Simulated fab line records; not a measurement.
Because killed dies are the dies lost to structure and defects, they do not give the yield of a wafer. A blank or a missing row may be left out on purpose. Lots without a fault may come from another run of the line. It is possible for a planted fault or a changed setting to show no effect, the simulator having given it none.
Chamber matching / flow n5_finfet / 4 sister chambers for N5_BEOL_M0_ALD_136 on ald_metal-03
The step deposits TaN, pulse time 2 s, purge time 3 s, co reactant purge time 2 s. 14 wafers are shown with their chamber, then 7 later ones without.

## WAFERS, EACH WITH ITS CHAMBER
wafer=L076.2; chamber=1; heater_power_w (W)=416
wafer=L076.5; chamber=2; heater_power_w (W)=427
wafer=L076.6; chamber=1; heater_power_w (W)=434
wafer=L080.3; chamber=1; heater_power_w (W)=421
wafer=L080.4; chamber=3; heater_power_w (W)=402
wafer=L080.5; chamber=1; heater_power_w (W)=429
wafer=L081.2; chamber=0; heater_power_w (W)=370
wafer=L081.4; chamber=1; heater_power_w (W)=424
wafer=L081.5; chamber=1; heater_power_w (W)=425
wafer=L088.1; chamber=1; heater_power_w (W)=432
wafer=L088.4; chamber=3; heater_power_w (W)=401
wafer=L088.6; chamber=3; heater_power_w (W)=408
wafer=L095.2; chamber=3; heater_power_w (W)=419
wafer=L095.3; chamber=0; heater_power_w (W)=382

SIGNATURES (averages over the wafers above)
reading=heater_power_w; chamber 0=376.00; chamber 1=425.86; chamber 2=427.00; chamber 3=407.50; scatter within a chamber=7.18
Rule: for each reading, subtract the chamber's mean from the wafer's reading, divide by that reading's scatter and square the result; add these up over the readings and take the root, which gives the wafer's distance from the chamber. The wafer belongs to the nearest chamber; if the next one is less than 2 further off, it can't be placed. How the scatter is found: for the shown wafers, subtract from each reading the mean of its chamber, square and add these, divide the total by (wafers less chambers), then take the root.

## WAFERS MISSING THEIR CHAMBER
wafer=L095.4; heater_power_w (W)=422
wafer=L096.1; heater_power_w (W)=432
wafer=L096.3; heater_power_w (W)=428
wafer=L096.5; heater_power_w (W)=417
wafer=L097.1; heater_power_w (W)=372
wafer=L097.2; heater_power_w (W)=431
wafer=L097.3; heater_power_w (W)=413

## CHAMBER TAKEN BY EACH
wafer=L095.4; from the rows above=can't be placed: 1 or 2 or 3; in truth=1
wafer=L096.1; from the rows above=can't be placed: 2 or 1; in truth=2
wafer=L096.3; from the rows above=can't be placed: 2 or 1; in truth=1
wafer=L096.5; from the rows above=can't be placed: 1 or 3 or 2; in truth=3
wafer=L097.1; from the rows above=0; in truth=0
wafer=L097.2; from the rows above=can't be placed: 2 or 1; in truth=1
wafer=L097.3; from the rows above=can't be placed: 3 or 1 or 2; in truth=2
Placed correctly: 1 of 7. Can't be placed from these rows: 6 (the true chamber is among the candidates in 6). 0 placed wrongly.
